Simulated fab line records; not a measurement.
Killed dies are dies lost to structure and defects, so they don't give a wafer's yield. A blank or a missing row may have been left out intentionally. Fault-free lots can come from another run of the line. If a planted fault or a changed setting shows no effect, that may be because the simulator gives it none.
Struck lot and sound lot, side by side / flow n5_finfet / 37 out of 1938 route steps
Sound: the wafers L643.2, L643.3, L643.6. Struck: wafers L655.5, L655.6 (left out: L655.4, a lot-mate that was not struck); the cause follows at the end.
At each step with rows: each side's tool, then ch and its chambers, then its first start. Under that, the readings that differ: sound wafers / struck wafers / difference of the means / sigmas: that difference in standard deviations of wafers without a fault.
alike: a reading whose means differ by less than 2 such deviations, as well as words and numbers matching on both sides. not compared: withheld readings; readings where some wafer has no value; bounds like >300 that might hide an equal value; numbers whose values overlap and for which the record gives no deviation.
Wherever a step has rows on one side only, a row that says differs or no value, or a row with sigmas, the two part there. Non-overlapping numbers with no deviation appear without sigmas and do not part them. Lack of a reading on every wafer of one side parts them only where that side has two or more wafers.

first, 9 steps without rows for these wafers: N5_BEOL_M8_DESCUM_33 (chemistry O2, time 7 s); N5_BEOL_M8_ETCH_72 (etches underlayer in N2/H2, target depth 6.5 nm, time 5.2 s); N5_BEOL_M8_ETCH_65 (etches SiARC in CF4, target depth 15.6 nm, time 26 s); N5_BEOL_M8_ETCH_66 (etches SOC in N2/H2, target depth 80 nm, overetch 16 nm, time 120 s); N5_BEOL_M8_STRIP_69 (strips in N2/H2); N5_BEOL_M8_STRIP_73 (strips in N2/H2); N5_BEOL_M8_VIA_ETCH_34 (etches SiCOH lowk in C4F6/O2, target depth 125.5 nm, time 50.5 s); N5_BEOL_M8_STRIP_76 (strips in C4F6/O2); N5_BEOL_M8_STRIP_36 (strips in N2/H2).
N5_BEOL_M8_TRENCH_ETCH_37: etches SiCOH lowk in C4F6/O2, target depth 93.478 nm, time 31.2 s.
  sound on rie_diel-06 ch 1,2,3, day 10 03:05; struck on rie_diel-06 ch 0,1, day 13 04:21
reading=oes_product_au (a.u.); sound=0.85 0.76 0.68; struck=1.02 0.87; difference=+0.18; sigmas=+2
reading=model.BEOL_M8.feature_depth_nm (nm); sound=92.8 94.2 93; struck=129.6 129; difference=+36.0; sigmas=
reading=model.etch.depth_nm (nm); sound=92.74 94.11 93.03; struck=129.6 128.9; difference=+36.0; sigmas=
reading=model.TiN_of_BEOL_M8_HM_DEP_02.thk_nm (nm); sound=17.4 17.2 17; struck=16 16.2; difference=-1; sigmas=
  alike: bias_w, drypump_motor_current_A, rf_vpp_V, showerhead_plenum_p_Torr, throttle_valve_pct
  not compared: rf_hours_counter_h
then, 2 steps without rows for these wafers: N5_BEOL_M8_ETCH_41 (etches SiCN in CH3F/O2, target depth 31.9 nm, time 57.8 s); N5_BEOL_M8_STRIP_80 (strips in N2/H2, time 10 s).
N5_BEOL_M8_OCD_MEAS_38:
  sound on ocd-01, day 10 03:15; struck on ocd-01, day 13 04:29
reading=trench_depth_nm (nm); sound=92.8 93.8 92.9; struck=129.5 128.8; difference=+36.0; sigmas=+36
then, 13 steps without rows for these wafers: N5_BEOL_M8_HM_STRIP_39 (strips TiN in peroxide tin strip, target depth 25 nm, time 158 s); N5_BEOL_M8_SRD_40 (time 30 s); N5_BEOL_M8_PRECLEAN_42 (cleans in residue remover, time 60 s); N5_BEOL_M8_SRD_43 (time 30 s); N5_BEOL_M8_CURE_75 (cures SiCOH lowk, time 120 s); N5_BEOL_M8_DEGAS_44 (time 60 s); N5_BEOL_M8_PRE_CLEAN_45 (time 30 s); N5_BEOL_M8_ALD_77 (deposits TaN, target thk 2 nm, pulse time 2 s, purge time 3 s); N5_BEOL_M8_SURFACE_TREAT_79; N5_BEOL_M8_CVD_78 (deposits Co from CCTBA/H2, target thk 2 nm, time 142.3 s); N5_BEOL_M8_SPUTTER_48 (material Cu, target thk 10 nm, time 1.667 s); N5_BEOL_M8_ECD_50 (material Cu, target thk 300 nm); N5_BEOL_M8_ANNEAL_51 (time 90 s).
N5_BEOL_M8_CMP_52: polishes, stops on SiCOH lowk, t overpolish 6.9 s, target thk 80 nm.
  sound on cmp-01 ch 0,2,3, day 10 06:02; struck on cmp-01 ch 2,3, day 13 07:39
reading=model.Cu_of_BEOL_M8_ECD_50.thk_nm (nm); sound=78.2 80.2 78.4; struck=114.8 113; difference=+35.0; sigmas=
  alike: edge_zone_pressure_frac, motor_current_A
  not compared: pad_life_wafers
N5_BEOL_M8_THK_MEAS_53: measures by xrf.
  sound on film_metro-02, day 10 06:17; struck on film_metro-01, day 13 07:56
reading=M8_THK (nm); sound=79.3 81.4 79.3; struck=114.3 112.1; difference=+33.2; sigmas=+24
then, 2 steps without rows for these wafers: N5_BEOL_M8_PRE_CLEAN_55 (time 15 s); N5_BEOL_M8_DEP_56 (deposits SiCN from 3MS/NH3, target thk 10 nm, time 17.5 s).
N5_BEOL_M8_RS_MEAS_57: the measuring method here is four-point-probe.
  sound on film_metro-02, day 10 06:25; struck on film_metro-01, day 13 08:04
reading=M8_RS (ohm/sq); sound=0.294 0.286 0.293; struck=0.189 0.192; difference=-0.100; sigmas=-18
then, 5 steps without rows for these wafers: N5_BEOL_M9_ILD_DEP_00 (deposits SiCOH lowk from DEMS/porogen, target thk 308.51 nm, time 58 s); N5_BEOL_M9_CURE_71 (cures SiCOH lowk, time 240 s); N5_BEOL_M9_PECVD_70 (deposits SiO2 from TEOS/O2, target thk 20 nm, time 22.7 s); N5_BEOL_M9_HM_DEP_02 (deposits TiN, target thk 20 nm); N5_BEOL_M9_COAT_59 (time 60 s, resist thk 100 nm).
-- here the record skips 2 days between the struck wafers' starts before and after, leaving off in module BEOL_M9 and picking up in module BEOL_M15 (first step shown: number 1830 of the route) --
N5_BEOL_M15_RC_MEAS_101:
  sound on prober-01 ch 0, day 12 04:48; struck on prober-02 ch 0, day 15 10:50
reading=COMB_M7 (S/m); sound=3.1e-11 3e-11 3e-11; struck=2.2e-11 1.5e-11; difference=-1.2e-11; sigmas=-2
reading=SERP_M6 (ohm/um); sound=13.2 13.2 12.9; struck=14.2 14.3; difference=+1.2; sigmas=+3
reading=SERP_M8 (ohm/um); sound=14.3 13.9 13.9; struck=9.1 9.3; difference=-4.8; sigmas=-12
reading=SERP_M8_max_site (ohm/um); sound=14.8 14.2 14.7; struck=9.4 9.7; difference=-5.0; sigmas=-10
reading=SERP_M9 (ohm/um); sound=3.02 2.97 2.98; struck=3.14 3.16; difference=+0.16; sigmas=+2
  alike: COMB_M10, COMB_M10_max_site, COMB_M11, COMB_M12, COMB_M13, COMB_M14, COMB_M15, COMB_M5, COMB_M6, COMB_M9, SERP_M10, SERP_M11, SERP_M12, SERP_M13, SERP_M13_max_site, SERP_M14, SERP_M5, SERP_M7

WHERE THEY PART
At N5_BEOL_M8_TRENCH_ETCH_37 first; at N5_BEOL_M15_RC_MEAS_101 last (within this record only).

WHY: the cause the simulator had injected
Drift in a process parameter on rie_diel-06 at N5_BEOL_M8_TRENCH_ETCH_37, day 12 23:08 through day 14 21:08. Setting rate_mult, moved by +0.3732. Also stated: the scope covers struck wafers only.
